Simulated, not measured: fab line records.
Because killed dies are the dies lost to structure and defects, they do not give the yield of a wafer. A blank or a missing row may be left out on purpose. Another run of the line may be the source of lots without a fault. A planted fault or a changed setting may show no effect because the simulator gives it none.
Comparing a struck lot with a sound one / flow nandHarc / 13 steps out of a route of 1302
Sound: the wafers L490.2, L490.3, L490.6. The struck wafers were L503.3, L503.4, L503.5. The cause is given at the end.
At each step with rows: each side's tool, then ch and its chambers, then its first start. Under that, the readings that differ: sound wafers / struck wafers / difference of the means / sigmas: that difference in standard deviations of wafers without a fault.
alike: same words and numbers on both sides, and readings whose means sit less than 2 such deviations apart. not compared: any withheld reading, any reading some wafer has no value for, any bound like >300 that may hide the same value, and any number with overlapping values for which the record gives no deviation.
The two part at a step that has a row with sigmas, a row that says differs or no value, or rows on one side only. Numbers that have no deviation but don't overlap get no sigmas and don't part them. A reading missing from all wafers of one side parts the sides only when that side holds two or more wafers.

first, 1 step without rows for these wafers: NHARC_A_ONON_D1_DEP_06 (target thk 1000 nm).
NHARC_A_ONON_D1_THK_MEAS_08: measures by ellipsometry.
  sound on filmMetro-02, day 8 20:51; struck on filmMetro-01, day 13 23:47
  alike: thkNm
then NHARC_A_ONON_D1_DEP_09 (target thk 1000 nm), 1 step lacking rows for these wafers.
NHARC_A_ONON_D1_THK_MEAS_11: measures by ellipsometry.
  sound on filmMetro-02, day 8 21:25; struck on filmMetro-02, day 14 00:20
  alike: thkNm
then NHARC_A_ONON_D1_DEP_12 (target thk 1000 nm), 1 step lacking rows for these wafers.
NHARC_A_ONON_D1_THK_MEAS_14: measures by ellipsometry.
  sound on filmMetro-02, day 8 21:58; struck on filmMetro-01, day 14 00:55
  alike: thkNm
then, 2 steps without rows for these wafers: NHARC_A_ONON_D1_ANNEAL_15 (time 3600 s); NHARC_A_ONON_D1_DEP_16 (target thk 1000 nm).
NHARC_A_ONON_D1_THK_MEAS_18: measures by ellipsometry.
  sound on filmMetro-02, day 9 05:46; struck on filmMetro-01, day 14 09:26
  alike: thkNm
then NHARC_A_ONON_D1_DEP_19 (target thk 1000 nm), 1 step lacking rows for these wafers.
NHARC_A_ONON_D1_THK_MEAS_21: measures by ellipsometry.
  sound on filmMetro-01, day 9 06:20; struck on filmMetro-01, day 14 10:08
  alike: thkNm
NHARC_A_ONON_D1_DEP_22: target thk 1000 nm.
  sound on pecvdOnon-04 ch 0, day 9 06:26; struck on pecvdOnon-02 ch 0, day 14 10:19
reading=n2oFlowSccm (sccm); sound=1997 2003 1995; struck=2402 2408 2404; difference=+406; sigmas=+74
  alike: susceptorTempC
NHARC_A_ONON_D1_THK_MEAS_24: measures by ellipsometry.
  sound on filmMetro-01, day 9 06:53; struck on filmMetro-01, day 14 10:43
reading=thkNm (nm); sound=997 995 997; struck=1019 1020 1019; difference=+23; sigmas=+2

## WHERE THEY PART
At NHARC_A_ONON_D1_DEP_22 first; at NHARC_A_ONON_D1_THK_MEAS_24 last (within this record only).

WHY: what had been put in by the simulator
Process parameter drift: pecvdOnon-02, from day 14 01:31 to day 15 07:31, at NHARC_A_ONON_D1_DEP_22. Setting n2oFlowSccm shifted by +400 from 2000. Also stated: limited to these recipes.
